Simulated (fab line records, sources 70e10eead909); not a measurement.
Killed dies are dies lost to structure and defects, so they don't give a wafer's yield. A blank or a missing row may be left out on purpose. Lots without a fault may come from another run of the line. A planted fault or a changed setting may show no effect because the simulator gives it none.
Chamber matching | flow nand_harc | NHARC_A_BONDPAD_ETCH_34 on rie_diel-06: 4 sister chambers
The step etches the open film in N2/H2, target depth 60 nm, overetch 18 nm, time 65.91 s. 14 wafers are shown with their chamber, then 7 later ones without.

WAFERS WITH THEIR CHAMBER
wafer  | chamber | drypump_motor_current_A (A) | rf_vpp_V (V) | oes_product_au (a.u.)
L318.1 | 1       | 6.0                         | 432.6        | 1.008
L318.3 | 2       | 5.8                         | 435.9        | 1.012
L318.5 | 2       | 5.8                         | 435.7        | 1.010
L319.4 | 2       | 5.8                         | 435.9        | 1.017
L319.5 | 3       | 6.4                         | 428.4        | 0.981
L319.6 | 2       | 5.8                         | 434.7        | 1.011
L325.1 | 0       | 5.4                         | 427.4        | 0.986
L325.2 | 2       | 5.8                         | 433.4        | 1.017
L325.6 | 1       | 6.0                         | 432.0        | 1.002
L324.1 | 1       | 6.0                         | 432.7        | 0.989
L324.2 | 0       | 5.4                         | 428.1        | 0.990
L324.3 | 3       | 6.4                         | 428.3        | 0.985
L328.1 | 3       | 6.4                         | 427.9        | 0.975
L328.2 | 1       | 5.9                         | 433.4        | 1.003

SIGNATURES (means of the wafers above)
reading                 | chamber 0 | chamber 1 | chamber 2 | chamber 3 | scatter within a chamber
drypump_motor_current_A | 5.400     | 5.975     | 5.800     | 6.400     | 0.0274
rf_vpp_V                | 427.750   | 432.675   | 435.120   | 428.200   | 0.778
oes_product_au          | 0.98800   | 1.00050   | 1.01340   | 0.98033   | 0.00549
Rule: a wafer's distance from a chamber is the root of the sum, over the readings, of the square of ((its reading less the chamber's mean) divided by the reading's scatter). The wafer belongs to the nearest chamber; if the next one is less than 2 further off, it can't be placed. The scatter: the root of (the sum of the squares of (reading less its chamber's mean) over the shown wafers, divided by (wafers less chambers)).

WAFERS WITHOUT THEIR CHAMBER
wafer  | drypump_motor_current_A (A) | rf_vpp_V (V) | oes_product_au (a.u.)
L328.4 | 5.4                         | 427.9        | 0.982
L326.1 | 6.0                         | 430.2        | 1.015
L326.3 | 6.4                         | 427.9        | 0.986
L326.6 | 6.4                         | 427.2        | 0.985
L337.3 | 6.0                         | 431.5        | 1.001
L337.4 | 5.4                         | 428.7        | 0.977
L337.6 | 5.4                         | 429.6        | 0.983

WHICH CHAMBER EACH WENT THROUGH
wafer  | from the rows above | in truth
L328.4 | 0                   | 0
L326.1 | 1                   | 1
L326.3 | 3                   | 3
L326.6 | 3                   | 3
L337.3 | 1                   | 1
L337.4 | 0                   | 0
L337.6 | 0                   | 0
Placed correctly: 7 of 7. Can't be placed from these rows: 0. Placed wrongly: 0.
